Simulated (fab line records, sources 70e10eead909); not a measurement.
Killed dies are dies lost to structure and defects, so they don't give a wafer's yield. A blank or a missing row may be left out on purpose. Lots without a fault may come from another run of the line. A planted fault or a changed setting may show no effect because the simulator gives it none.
Chamber matching | flow nand_harc | NHARC_A_CHANNEL_FILL_D2_ETCHBACK_19 on rie_si-03: 4 sister chambers
The step etches the open film in HBr/Cl2, target depth 5 nm, time 1.7 s. 4 wafers are shown with their chamber, then 8 later ones without.

WAFERS WITH THEIR CHAMBER
wafer  | chamber | drypump_motor_current_A (A)
L779.5 | 3       | 6.2
L782.2 | 1       | 6.4
L782.6 | 0       | 4.9
L783.2 | 2       | 5.9

WAFERS WITHOUT THEIR CHAMBER
wafer  | drypump_motor_current_A (A)
L783.4 | 6.3
L783.5 | 4.9
L785.3 | 4.9
L785.4 | 6.4
L785.5 | 4.9
L786.1 | 6.3
L786.3 | 5.9
L786.4 | 6.1

WHICH CHAMBER EACH WENT THROUGH
wafer  | from the rows above     | in truth
L783.4 | can't be placed: 3 or 1 | 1
L783.5 | 0                       | 0
L785.3 | 0                       | 0
L785.4 | 1                       | 1
L785.5 | 0                       | 0
L786.1 | can't be placed: 3 or 1 | 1
L786.3 | 2                       | 2
L786.4 | can't be placed: 3 or 2 | 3
Placed correctly: 5 of 8. Can't be placed from these rows: 3 (the true chamber is among the candidates in 3). Placed wrongly: 0.
How it was worked out, from the rows above alone: a wafer's distance from a chamber is the root of the sum, over the readings, of the square of ((its reading less the chamber's mean) divided by the reading's scatter). The wafer belongs to the nearest chamber; if the next one is less than 2 further off, it can't be placed. A chamber's mean is the mean of its shown wafers. The scatter: with one shown wafer a chamber, the root of the mean of the squares of how far each hidden wafer lies from its nearest shown one.
